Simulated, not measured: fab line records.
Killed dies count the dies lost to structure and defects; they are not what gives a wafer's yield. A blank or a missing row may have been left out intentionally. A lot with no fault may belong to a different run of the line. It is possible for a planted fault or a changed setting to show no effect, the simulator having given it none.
fab line records    flow nand_harc
record: lots: 14  wafers: 42  last_day: 32
route steps=1302 shown P_BONDPAD@381 A_ZERO_WELL@399
lots that met no fault: taken from a fault-free run of the same line
start_h: the number of hours between the record's first day and the start of the first shown wafer of the lot    wait_h: how many hours have passed since the lot's step before this one    " as in the row above    L1.1+2: a single row standing in for several wafers    - either no value or no given start    * or withheld: withheld    < > ~ a bound
route shown NAME@n: NAME is a module with steps in the file, n the number in the route of the first one    usual: the fault-free wafers' mean and standard deviation    same: alike in all rows    chamber/n: place in a boat    sites: readings site by site    _std_site: standard deviation of those values    _edge_site: mean of outer sites minus mean of inner sites    radius_mm: for every site, how far away it sits from the centre of the wafer    mask NAME#n: copy n    behind: tool/chamber where the wafer was last shaped    hold: what put the lot on hold/how long, in hours/how the hold closed    device: names the non-switching transistor (n, p or np)    end of line: at the end of the route, the tests of the same wafers    where a step has no rows: the recipe by itself    killed: not the wafer's yield, but the dies lost to structure and defects at the first sort    map: the dies of a wafer, with x for killed, . for not killed, _ for no die there
set.NAME: setting as actually run; set.NAME@STEP: the setting as run at that earlier step    model.NAME: the simulator's own value behind a step, which no gauge read
route steps across a sampled set of lots; one table per step, one row per wafer
services: from which hour (start_h, from the record's first day; less than 0 if before it) a tool's chamber was out of use, for how many hours, and why
== steps ==
step: NHARC_P_BONDPAD_THK_MEAS_20
recipe: thk_meas_gauge: xrf
usual: thk_nm: 160.6/1.4
lot.wafer  tool           chamber  start_h  wait_h  thk_nm
L875.2     film_metro-02  -        118.32   -       159.5
L875.3     "              -        "        "       159.7
L875.6     "              -        "        "       162.2
L876.3     film_metro-01  -        122.23   -       161.6
L876.5     "              -        "        "       159.4
L876.6     "              -        "        "       162.6
L877.2     film_metro-02  -        131.81   -       159.4
L877.4     "              -        "        "       158.4
L877.5     "              -        "        "       159.0
L879.1     film_metro-02  -        153.52   -       158.5
L879.4     "              -        "        "       157.9
L879.6     "              -        "        "       159.2
L881.1     film_metro-02  -        176.56   -       157.5
L881.3     "              -        "        "       160.6
L881.5     "              -        "        "       159.1
L884.1     film_metro-02  -        210.99   -       160.5
L884.2     "              -        "        "       160.4
L884.6     "              -        "        "       161.4
L886.1     film_metro-02  -        220.31   -       162.0
L886.3     "              -        "        "       160.3
L886.6     "              -        "        "       159.7
L887.2     film_metro-01  -        234.50   -       159.6
L887.3     "              -        "        "       159.6
L887.6     "              -        "        "       163.0
L888.1     film_metro-01  -        242.75   -       160.4
L888.2     "              -        "        "       160.0
L888.3     "              -        "        "       159.8
L892.1     film_metro-02  -        290.49   -       156.9
L892.5     "              -        "        "       159.9
L892.6     "              -        "        "       160.9
L895.4     film_metro-01  -        310.77   -       161.0
L895.5     "              -        "        "       160.2
L895.6     "              -        "        "       162.4
L896.2     film_metro-01  -        328.59   -       159.5
L896.4     "              -        "        "       160.4
L896.5     "              -        "        "       158.1
L897.1     film_metro-01  -        333.35   -       161.1
L897.2     "              -        "        "       159.4
L897.4     "              -        "        "       160.0
L898.1     film_metro-02  -        340.54   -       162.9
L898.2     "              -        "        "       160.1
L898.3     "              -        "        "       160.4
step: NHARC_A_ZERO_WELL_PEB_08
recipe: peb_temp_c: 128  peb_time_s: 80
usual: chill_plate_temp_C: 22.98/0.1  exhaust_pa: 44.9/0.82
lot.wafer  tool            chamber  start_h  wait_h  chill_plate_temp_C  exhaust_pa
L875.2     litho_track-02  0        119.74   0.1     22.98               44.7
L875.3     "               0        "        "       23.02               44.1
L875.6     "               0        "        "       23.03               44.0
L876.3     litho_track-05  0        123.66   0.1     23.00               44.7
L876.5     "               0        "        "       23.05               45.0
L876.6     "               0        "        "       23.06               44.6
L877.2     litho_track-07  0        133.23   0.1     22.88               45.5
L877.4     "               0        "        "       22.96               45.0
L877.5     "               0        "        "       22.92               46.1
L879.1     litho_track-07  0        154.94   0.1     22.80               45.2
L879.4     "               0        "        "       22.82               45.6
L879.6     "               0        "        "       22.86               44.7
L881.1     litho_track-07  0        177.99   0.1     23.01               44.5
L881.3     "               0        "        "       23.04               46.7
L881.5     "               0        "        "       23.05               44.6
L884.1     litho_track-02  0        212.44   0.1     22.99               43.4
L884.2     "               0        "        "       23.00               44.5
L884.6     "               0        "        "       22.92               45.4
L886.1     litho_track-07  0        221.74   0.1     23.06               44.9
L886.3     "               0        "        "       22.92               44.5
L886.6     "               0        "        "       22.92               44.7
L887.2     litho_track-07  -        235.80   0.1     -                   -
L887.3     "               -        "        "       -                   -
L887.6     "               -        "        "       -                   -
L888.1     litho_track-02  -        244.19   0.1     -                   -
L888.2     "               -        "        "       -                   -
L888.3     "               -        "        "       -                   -
L892.1     litho_track-02  0        291.83   0.1     23.03               45.1
L892.5     "               0        "        "       23.14               44.2
L892.6     "               0        "        "       23.03               45.7
L895.4     litho_track-02  0        312.07   0.0     23.13               45.0
L895.5     "               0        "        "       23.20               44.5
L895.6     "               0        "        "       22.91               44.7
L896.2     litho_track-07  0        330.03   0.1     22.86               44.8
L896.4     "               0        "        "       22.77               44.2
L896.5     "               0        "        "       22.77               44.7
L897.1     litho_track-05  0        334.68   0.1     22.87               44.9
L897.2     "               0        "        "       22.96               45.2
L897.4     "               0        "        "       23.07               45.4
L898.1     litho_track-02  0        341.86   0.1     22.93               45.5
L898.2     "               0        "        "       23.14               45.3
L898.3     "               0        "        "       22.91               45.1
step: NHARC_A_ZERO_WELL_CD_MEAS_10
recipe: target_cd_nm: 2000  landing_energy_ev: 500
usual: cd_nm: 2000.2/2
lot.wafer  tool       chamber  start_h  wait_h  cd_nm
L875.2     cd_sem-02  0        119.83   -       2001.2
L875.3     "          0        "        "       2000.7
L875.6     "          0        "        "       2002.5
L876.3     cd_sem-01  0        123.74   -       2000.1
L876.5     "          0        "        "       2000.0
L876.6     "          0        "        "       1998.4
L877.2     cd_sem-01  0        133.32   -       2000.9
L877.4     "          0        "        "       1997.1
L877.5     "          0        "        "       1999.6
L879.1     cd_sem-03  0        155.03   -       1998.9
L879.4     "          0        "        "       2001.4
L879.6     "          0        "        "       1998.5
L881.1     cd_sem-02  0        178.08   -       1998.3
L881.3     "          0        "        "       1997.0
L881.5     "          0        "        "       1998.7
L884.1     cd_sem-01  0        212.53   -       2002.0
L884.2     "          0        "        "       2001.8
L884.6     "          0        "        "       2001.9
L886.1     cd_sem-01  0        221.83   -       1997.3
L886.3     "          0        "        "       1998.4
L886.6     "          0        "        "       1999.7
L887.2     cd_sem-03  0        235.89   -       -
L887.3     "          0        "        "       -
L887.6     "          0        "        "       -
L888.1     cd_sem-01  0        244.27   -       -
L888.2     "          0        "        "       -
L888.3     "          0        "        "       -
L892.1     cd_sem-01  0        291.91   -       2001.1
L892.5     "          0        "        "       2000.0
L892.6     "          0        "        "       1999.9
L895.4     cd_sem-01  0        312.16   -       2002.9
L895.5     "          0        "        "       2000.1
L895.6     "          0        "        "       2004.7
L896.2     cd_sem-02  0        330.12   -       1996.2
L896.4     "          0        "        "       1999.9
L896.5     "          0        "        "       1996.4
L897.1     cd_sem-01  0        334.76   -       2001.5
L897.2     "          0        "        "       2000.9
L897.4     "          0        "        "       2000.1
L898.1     cd_sem-02  0        341.95   -       1998.7
L898.2     "          0        "        "       2005.1
L898.3     "          0        "        "       2000.9
step: NHARC_A_ZERO_WELL_DESCUM_12
recipe: time_s: 3  o2_flow_sccm: 200  ar_flow_sccm: 0  bias_power_w: 0  chemistry: O2
usual: drypump_motor_current_A: 5.8/0.42  o2_flow_sccm: 200.1/0.53  oes_product_au: 1.001/0.011  rf_vpp_V: 57.6/0.89  showerhead_plenum_p_Torr: 1.86/0.069  throttle_valve_pct: 11.311/0.0093
same: bias_power_w: 0
lot.wafer  tool         chamber  start_h  wait_h  drypump_motor_current_A  o2_flow_sccm  oes_product_au  rf_hours_counter_h  rf_vpp_V  showerhead_plenum_p_Torr  throttle_valve_pct
L875.2     rie_diel-02  1        119.99   -       6.1                      199.4         0.999           11                  58.0      1.87                      11.311
L875.3     "            3        "        "       5.8                      200.7         0.998           9                   57.5      1.87                      11.304
L875.6     "            1        "        "       6.2                      199.2         0.998           -                   57.6      1.87                      11.302
L876.3     rie_diel-13  1        123.92   -       6.3                      200.1         1.014           5                   56.6      1.81                      11.319
L876.5     "            0        "        "       5.8                      199.9         0.990           -                   58.7      1.83                      11.292
L876.6     "            1        "        "       6.3                      199.8         1.015           -                   57.3      1.81                      11.292
L877.2     rie_diel-13  3        133.48   -       5.2                      199.9         0.991           5                   57.3      1.82                      11.312
L877.4     "            1        "        "       6.3                      200.9         1.010           -                   55.0      1.81                      11.296
L877.5     "            0        "        "       5.8                      199.9         0.985           -                   55.2      1.83                      11.311
L879.4     rie_diel-13  0        155.22   -       5.8                      199.3         1.012           0                   56.9      1.83                      11.316
L879.1     "            1        "        "       6.3                      199.4         1.023           1                   57.8      1.81                      11.313
L879.6     "            2        "        "       6.1                      200.3         1.010           -                   58.3      1.98                      11.314
L881.1     rie_diel-13  0        178.25   -       5.8                      200.4         0.988           1                   58.2      1.83                      11.331
L881.3     "            1        "        "       6.3                      200.7         0.995           1                   57.6      1.81                      11.308
L881.5     "            3        "        "       5.2                      200.9         0.975           -                   56.6      1.82                      11.325
L884.1     rie_diel-01  0        212.70   -       4.9                      200.5         1.006           6                   57.2      1.89                      11.320
L884.2     "            1        "        "       5.8                      200.1         1.004           8                   57.4      1.79                      11.324
L884.6     "            2        "        "       5.9                      199.7         1.014           -                   60.2      2.04                      11.319
L886.1     rie_diel-13  0        221.99   -       5.7                      200.8         1.015           2                   57.1      1.83                      11.301
L886.3     "            3        "        "       5.2                      200.1         0.976           2                   57.1      1.82                      11.319
L886.6     "            1        "        "       6.3                      199.7         1.002           -                   56.6      1.81                      11.308
L887.2     rie_diel-02  2        236.06   -       5.4                      200.2         1.002           5                   58.0      1.84                      11.296
L887.3     "            3        "        "       5.8                      200.2         0.994           7                   58.0      1.87                      11.326
L887.6     "            1        "        "       6.2                      200.8         1.009           -                   56.7      1.86                      11.298
L888.2     rie_diel-13  3        244.43   -       5.2                      200.2         0.981           3                   57.0      1.82                      11.302
L888.1     "            0        "        "       5.8                      200.4         1.009           3                   56.4      1.83                      11.325
L888.3     "            1        "        "       6.3                      200.4         1.003           3                   56.7      1.81                      11.302
L892.1     rie_diel-13  3        292.08   -       5.2                      199.2         0.987           5                   57.4      1.82                      11.319
L892.5     "            1        "        "       6.3                      200.0         0.999           -                   58.0      1.81                      11.320
L892.6     "            2        "        "       6.2                      200.3         1.008           -                   58.6      1.98                      11.318
L895.4     rie_diel-01  2        312.33   -       5.9                      200.0         1.001           42                  58.2      2.03                      11.331
L895.5     "            3        "        "       5.5                      200.4         1.007           -                   58.1      1.99                      11.305
L895.6     "            0        "        "       4.9                      200.3         1.001           -                   58.2      1.88                      11.314
L896.2     rie_diel-13  2        330.27   -       6.2                      199.7         0.996           0                   59.3      1.98                      11.310
L896.4     "            3        "        "       5.2                      200.0         1.006           0                   57.6      1.82                      11.319
L896.5     "            2        "        "       6.2                      200.1         1.010           -                   59.9      1.98                      11.315
L897.1     rie_diel-13  1        334.92   -       6.3                      200.2         1.013           0                   56.5      1.81                      11.319
L897.2     "            2        "        "       6.2                      200.7         0.993           0                   57.8      1.98                      11.298
L897.4     "            0        "        "       5.8                      200.3         1.009           0                   57.0      1.83                      11.299
L898.2     rie_diel-13  1        342.11   -       6.3                      200.1         1.011           0                   58.0      1.81                      11.299
L898.3     "            2        "        "       6.1                      199.8         0.996           0                   58.1      1.98                      11.315
L898.1     "            3        "        "       5.2                      200.1         1.009           0                   57.0      1.82                      11.312
== services ==
tool            chamber  start_h  hours  kind
litho_track-05  -        100.00   7.0    pm
rie_diel-13     2        115.05   26.7   repair
rie_diel-13     0        120.24   -      clean
rie_diel-13     1        120.24   -      clean
rie_diel-13     3        120.24   -      clean
rie_diel-13     1        134.60   12.6   repair
rie_diel-13     0        135.15   6.4    repair
rie_diel-13     -        141.24   9.0    pm
rie_diel-13     3        141.24   9.0    vent_cycle
rie_diel-13     0        150.24   -      clean
rie_diel-01     2        164.96   19.1   repair
rie_diel-01     -        180.45   9.0    pm
rie_diel-13     3        184.41   8.0    repair
rie_diel-02     -        192.79   9.0    pm
rie_diel-01     -        199.29   1.8    repair
litho_track-02  -        203.00   7.0    pm
rie_diel-13     3        223.34   2.5    repair
litho_track-07  -        227.00   7.0    pm
litho_track-05  -        275.00   7.0    pm
rie_diel-02     -        283.30   0.2    repair
rie_diel-01     -        299.53   0.1    repair
rie_diel-02     2        305.82   7.6    repair
rie_diel-13     -        318.24   9.0    pm
rie_diel-02     2        321.75   3.9    repair
== key ==
first_sign: step: NHARC_A_ZERO_WELL_PEB_08  reading: tool_record  direction: missing
effect none on later readings
met_at NHARC_A_ZERO_WELL_PEB_08
struck_lots L887,L888
later_rows_left_out L887.2,L887.3,L887.6,L888.1,L888.2,L888.3
sort_left_out L887.2,L887.3,L887.6,L888.1,L888.2,L888.3
tester_left_out L887,L888
not_acting_at NHARC_P_BONDPAD_THK_MEAS_20,NHARC_A_ZERO_WELL_CD_MEAS_10,NHARC_A_ZERO_WELL_DESCUM_12
onset_between 221.74 235.80
fault: kind: skipped_step_whole  tool: litho_track-02,litho_track-07  chamber: -  onset_h: 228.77  steps: NHARC_A_ZERO_WELL_PEB_08  scope: struck_lots_only
tester_left_out: of these lots the tester's yield and bins aren't shown, on N5 and GAA mostly nor the transistor test; their killed dies are dies lost to structure and defects alone, not to doping, threshold or leakage, so they don't give the yield
sort_left_out: the simulated sort isn't trusted on such a fault, so these wafers' sort isn't shown, and their yield isn't known
later_rows_left_out: the simulator's readings of these wafers behind a module that went badly wrong aren't trusted and aren't shown, but for the sort
